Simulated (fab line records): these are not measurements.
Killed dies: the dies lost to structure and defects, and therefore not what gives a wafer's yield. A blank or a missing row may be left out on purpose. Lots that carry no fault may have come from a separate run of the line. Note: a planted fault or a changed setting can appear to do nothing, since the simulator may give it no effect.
Which tool did it?	flow n5 finfet	33 wafers from 12 lots sampled at 5 of the route's 1938 steps

WHAT EACH GAUGE READ, for each wafer
Not one reading of a measure or inspect step in the record can be checked against a usual standard deviation.

TOOL THAT RAN EACH LOT (tool first, then ch and the chambers of the sampled wafers, then the start)
lot	N5_BEOL_M12_SPUTTER_43	N5_BEOL_M12_SPUTTER_45	N5_BEOL_M12_CMP_49	N5_BEOL_M13_EXPOSE_07	N5_PASSIVATION_PROBE_49
L919	pvd sputter-01, day 11 18:34	pvd sputter-01, day 11 18:44	cmp-04 ch 0,2,3, day 11 19:22	krf scanner-01 ch 0, day 11 20:04	prober-01, day 13 03:53
L918	pvd sputter-02, day 12 02:14	pvd sputter-02, day 12 02:23	cmp-02 ch 1,2, day 12 02:57	krf scanner-01 ch 0, day 12 03:44	prober-02, day 13 10:52
L920	pvd sputter-03, day 12 06:38	pvd sputter-03, day 12 06:47	cmp-01 ch 0,1,2, day 12 07:21	krf scanner-02 ch 0, day 12 08:14	-
L923	pvd sputter-02, day 12 23:31	pvd sputter-02, day 12 23:40	cmp-01 ch 0,1,2, day 13 00:43	krf scanner-02 ch 0, day 13 01:27	prober-02, day 14 13:35
L925	pvd sputter-03, day 13 15:10	pvd sputter-03, day 13 15:19	cmp-01 ch 1,3, day 13 15:56	krf scanner-01 ch 0, day 13 16:41	prober-02, day 15 01:03
L927	pvd sputter-02, day 14 07:21	pvd sputter-02, day 14 07:31	cmp-01 ch 2,3, day 14 08:11	krf scanner-01 ch 0, day 14 08:51	-
L931	pvd sputter-01, day 14 19:41	pvd sputter-01, day 14 19:52	cmp-01 ch 0,1, day 14 20:38	krf scanner-01 ch 0, day 14 21:20	prober-02, day 16 10:22
L933	pvd sputter-03, day 14 20:13	pvd sputter-03, day 14 20:22	cmp-01 ch 0,1, day 14 21:13	krf scanner-01 ch 0, day 14 21:58	prober-01, day 16 11:05
L932	pvd sputter-03, day 14 23:28	pvd sputter-03, day 14 23:37	cmp-02 ch 2, day 15 00:13	krf scanner-01 ch 0, day 15 01:04	prober-01, day 16 13:56
L936	pvd sputter-03, day 15 18:14	pvd sputter-03, day 15 18:23	cmp-01 ch 1,2, day 15 18:58	krf scanner-02 ch 0, day 15 19:52	prober-02, day 17 06:45
L938	pvd sputter-03, day 16 10:58	pvd sputter-03, day 16 11:07	cmp-04 ch 1,2, day 16 11:47	krf scanner-02 ch 0, day 16 12:31	-
L937	pvd sputter-02, day 16 11:50	pvd sputter-02, day 16 11:59	cmp-04 ch 0,2,3, day 16 12:39	krf scanner-02 ch 0, day 16 13:25	prober-01, day 18 00:24
- N5_BEOL_M12_SPUTTER_43: material TaN, target thk 15 nm, time 24.19 s.
- N5_BEOL_M12_SPUTTER_45: material Cu, target thk 80 nm, time 13.33 s.
- N5_BEOL_M12_CMP_49: polishes, stops on SiOC, t overpolish 20.6 s, target thk 320 nm.
- N5_BEOL_M13_EXPOSE_07: exposes mask V12.
- N5_PASSIVATION_PROBE_49

WHAT THE TOOLS THEMSELVES READ (means of the sampled wafers that have a number; where no wafer has one, the mark that the record gives instead)
N5_BEOL_M12_SPUTTER_43.
lot	tool	throttle valve pct (%)
L919	pvd sputter-01	30.3
L918	pvd sputter-02	31.3
L920	pvd sputter-03	29.4
L923	pvd sputter-02	30.6
L925	pvd sputter-03	29.5
L927	pvd sputter-02	29.9
L931	pvd sputter-01	30.1
L933	pvd sputter-03	30.3
L932	pvd sputter-03	30.2
L936	pvd sputter-03	29.6
L938	pvd sputter-03	29.2
L937	pvd sputter-02	30.4

N5_BEOL_M12_SPUTTER_45.
lot	tool	chuck sensor temp C (C)	throttle valve pct (%)
L919	pvd sputter-01	-16.4	30.3
L918	pvd sputter-02	-16.6	31.1
L920	pvd sputter-03	-16.7	29.4
L923	pvd sputter-02	-16.5	30.7
L925	pvd sputter-03	-16.3	29.5
L927	pvd sputter-02	-16.3	30.0
L931	pvd sputter-01	-16.2	29.9
L933	pvd sputter-03	-16.1	30.1
L932	pvd sputter-03	-16.8	30.0
L936	pvd sputter-03	-16.3	29.6
L938	pvd sputter-03	-16.6	28.9
L937	pvd sputter-02	-16.3	30.2

N5_BEOL_M12_CMP_49.
lot	tool	barrier field endpoint s (s)	clearing platen rpm (rpm)	edge zone pressure frac	motor current A (A)	overpolish run s (s)
L919	cmp-04	29.4	50.022	0.996	6.6	20.603
L918	cmp-02	31.8	49.992	1.004	6.8	20.595
L920	cmp-01	30.4	49.988	1.001	6.0	20.598
L923	cmp-01	30.5	49.986	0.996	5.8	20.590
L925	cmp-01	29.3	50.011	1.003	5.9	20.605
L927	cmp-01	30.6	50.010	1.003	6.2	20.590
L931	cmp-01	31.1	49.981	1.001	6.0	20.602
L933	cmp-01	31.0	49.985	0.997	5.8	20.597
L932	cmp-02	31.8	49.998	0.992	6.8	20.615
L936	cmp-01	30.6	49.991	1.003	6.0	20.607
L938	cmp-04	29.6	49.988	0.996	6.6	20.605
L937	cmp-04	29.4	50.002	1.000	6.6	20.601

N5_BEOL_M13_EXPOSE_07.
lot	tool	exposure dose mJ cm2
L919	krf scanner-01	24.794
L918	krf scanner-01	24.782
L920	krf scanner-02	24.794
L923	krf scanner-02	24.816
L925	krf scanner-01	24.763
L927	krf scanner-01	24.788
L931	krf scanner-01	26.378
L933	krf scanner-01	26.050
L932	krf scanner-01	25.776
L936	krf scanner-02	24.799
L938	krf scanner-02	24.794
L937	krf scanner-02	24.804

N5_PASSIVATION_PROBE_49.
lot	tool	defect limited yield (%)	killed_at_M0_to_M3	killed_at_M4_up	killed at contacts	killed at front end	killed at other	killed dies	killed open	killed short	sort_bin_5_function (%)	sort_bin_6_memory (%)	sort_bin_8_speed (%)	sort n pass	sort yield pct (%)
L919	prober-01	88.8	39	19	14	58	2	132	86	46	6.1	4.5	0.0	1048	88.8
L918	prober-02	91.2	34	16	11	35	6	103	64	36	5.4	3.1	0.1	1076	91.2
L923	prober-02	92.0	37	12	6	36	3	94	62	29	4.5	3.1	0.0	1086	92.0
L925	prober-02	92.0	36	13	7	35	3	94	58	34	4.6	3.0	0.0	1086	92.0
L931	prober-02	90.5	35	13	12	50	2	112	72	39	5.8	3.4	0.0	1068	90.5
L933	prober-01	91.5	30	15	22	29	5	100	74	25	5.4	2.9	0.0	1080	91.5
L932	prober-01	89.5	46	8	8	60	2	124	86	38	5.8	4.6	0.0	1056	89.5
L936	prober-02	90.0	48	11	17	37	4	118	74	43	5.7	3.8	0.0	1062	90.0
L937	prober-01	93.8	18	11	11	30	4	74	45	27	3.5	2.4	0.0	1106	93.8

THE ANSWER, worked out from the rows above alone
Rule: the usual values come from the lots themselves. Put in order of their means at a reading, lots are off if they are a third of the lots or fewer, leave a main group of 4 or more, and stand apart from it by a gap of 3 or more times the standard deviation of the main group's means; of several such gaps the widest counts. The tables above print the reading to a certain number of digits; a main group whose means all agree to those digits is not used. Also off: a lot with no number at a reading for which 4 or more lots have one. Any other lot the step has rows for is counted as sound. First the gauges in route order, then the tools' own readings, where a lot's mean is used as printed above. At the first step where some lot is off, the reading lying furthest off is the one used; lots without a number count as furthest.
Off, at N5_BEOL_M13_EXPOSE_07 on exposure dose mJ cm2: L931, L933, L932. The main group: mean 24.793, standard deviation 0.014.
If a tool, at that step or one of the process steps before it, ran each lot that is off and ran no sound lot following the first of them, it fits. One fits: N5_BEOL_M13_EXPOSE_07 on krf scanner-01. A fault onset in the window from L927 (day 14 08:51, its last sound lot) to L931 (day 14 21:20, its first lot off) fits.
The tool's own readings at N5_BEOL_M13_EXPOSE_07 bear it out: on the lots that are off they differ by more than 5 times the standard deviation of the sound lots' means. exposure dose mJ cm2 reads 26.068 there against 24.793 on the sound lots.

WHAT THE SIMULATOR PUT IN
Process parameter drift: krf scanner-01, from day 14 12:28 on, at N5_BEOL_M13_EXPOSE_07. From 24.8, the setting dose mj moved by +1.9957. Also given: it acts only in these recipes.
Lots struck among those shown: L931, L933, L932. The rule above found the same.
